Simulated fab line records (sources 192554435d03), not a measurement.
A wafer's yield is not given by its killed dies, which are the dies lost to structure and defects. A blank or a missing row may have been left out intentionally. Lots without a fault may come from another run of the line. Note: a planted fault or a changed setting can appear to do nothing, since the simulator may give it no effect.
A struck lot beside a sound one :: flow n5_finfet :: 20 out of 1938 route steps
Sound: the wafers L979.1, L979.5, L979.6. Struck: wafers L978.3, L978.4, L978.6. At the end, the cause is stated.
Each step with rows lists, per side, the tool, then ch with its chambers, then its first start. Under that, the readings that differ: sound wafers :: struck wafers :: difference of the means :: sigmas: that difference in standard deviations of wafers without a fault.
alike: readings with means less than 2 such deviations apart, plus words and numbers identical on both sides. not compared: withheld readings, readings lacking a value on some wafer, bounds such as >300 that could conceal the same value, and numbers that have no deviation in the record and whose values overlap.
A row with sigmas, a row that says differs or no value, or rows on one side alone: a step with any of these is where the two part. When numbers do not overlap yet have no deviation, they are printed without sigmas and do not part them. A reading missing from all wafers of one side parts the sides only when that side holds two or more wafers.

first, 9 steps without rows for these wafers: N5_GATE_CUT_STRIP_29 (strips in post etch residue remover, time 60 s); N5_GATE_CUT_SRD_52 (time 30 s); N5_GATE_CUT_ALD_22 (deposits SiNx, target thk 16 nm, pulse time 1 s, ald cycles 320); N5_GATE_CUT_CMP_23 (polishes, stops on SiO2, t overpolish 23.4 s, target thk 16 nm); N5_GATE_CUT_CMP_43 (polishes SiO2); N5_GATE_CUT_CMP_61 (polishes, stops on SiNx, t overpolish 3 s); N5_MOL_CONTACT_COAG_COAT_103 (time 60 s, resist thk 80 nm); N5_MOL_CONTACT_COAG_COAT_104 (time 60 s, resist thk 12 nm); N5_MOL_CONTACT_COAG_COAT_58 (time 60 s, resist thk 10 nm).
N5_MOL_CONTACT_COAG_COAT_02: resist thk 30 nm.
  sound on litho_track-01 ch 0, day 8 21:35; struck on litho_track-02 ch 0, day 8 14:23
reading: spin_speed_rpm (rpm)
sound: 1501.3 1501.5 1499.9
struck: 1440.6 1438.9 1440.9
difference: -60.8
sigmas: -63

reading: model.CAR-EUV_of_MOL_CONTACT_COAG_COAT_02.thk_nm (nm)
sound: 30 30 30
struck: 30.6 30.6 30.6
difference: +0.6
sigmas: 
  alike: dispense_pressure_kPa
then, 7 steps without rows for these wafers: N5_MOL_CONTACT_COAG_EBR_04; N5_MOL_CONTACT_COAG_SOFTBAKE_03 (time 60 s); N5_MOL_CONTACT_COAG_EXPOSE_05 (exposes mask CA, defocus 0 nm); N5_MOL_CONTACT_COAG_PEB_06 (peb time 60 s); N5_MOL_CONTACT_COAG_DEVELOP_07 (develop time 30 s); N5_MOL_CONTACT_COAG_DESCUM_13 (chemistry O2, time 7 s); N5_MOL_CONTACT_COAG_ETCH_59 (etches underlayer in N2/H2, target depth 13 nm, time 10.4 s).
N5_MOL_CONTACT_COAG_ETCH_105: etches SiARC in CF4, target depth 15.6 nm, time 26 s.
  sound on rie_diel-06 ch 0,1, day 8 22:05; struck on rie_diel-06 ch 0,2,3, day 8 14:56
reading: model.CAR-EUV_of_MOL_CONTACT_COAG_COAT_02.thk_nm (nm)
sound: 5.4 5.4 5.4
struck: 6.2 6 6.2
difference: +0.7
sigmas: 
  alike: cf4_flow_sccm, drypump_motor_current_A, etch_rf_on_time_s, oes_product_au, rf_vpp_V, showerhead_plenum_p_Torr, throttle_valve_pct
  not compared: rf_hours_counter_h
then, 1 step without rows for these wafers: N5_MOL_CONTACT_COAG_ETCH_106 (etches SOC in N2/H2, target depth 80 nm, overetch 16 nm, time 120 s).
-- the record jumps here: 3 days lie between the struck wafers' starts before and after (it left off in module MOL_CONTACT_COAG and takes up again in module BEOL_M4, whose first step shown is number 1111 of the route) --
N5_BEOL_M4_RC_MEAS_101:
  sound on prober-02 ch 0, day 11 20:40; struck on prober-02 ch 0, day 11 15:32
  alike: DIBL_N, DIBL_P, IOFF_N, IOFF_P, ION_N, ION_P, SS_N, SS_P, VT_N, VT_P

== WHERE THEY PART ==
Only at N5_MOL_CONTACT_COAG_COAT_02, as far as this record shows. Later steps at which nothing parts them and some readings are alike: N5_MOL_CONTACT_COAG_ETCH_105, N5_BEOL_M4_RC_MEAS_101.

WHY: what the simulator had put in
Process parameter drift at N5_MOL_CONTACT_COAG_COAT_02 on litho_track-02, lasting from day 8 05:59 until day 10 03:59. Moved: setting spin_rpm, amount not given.
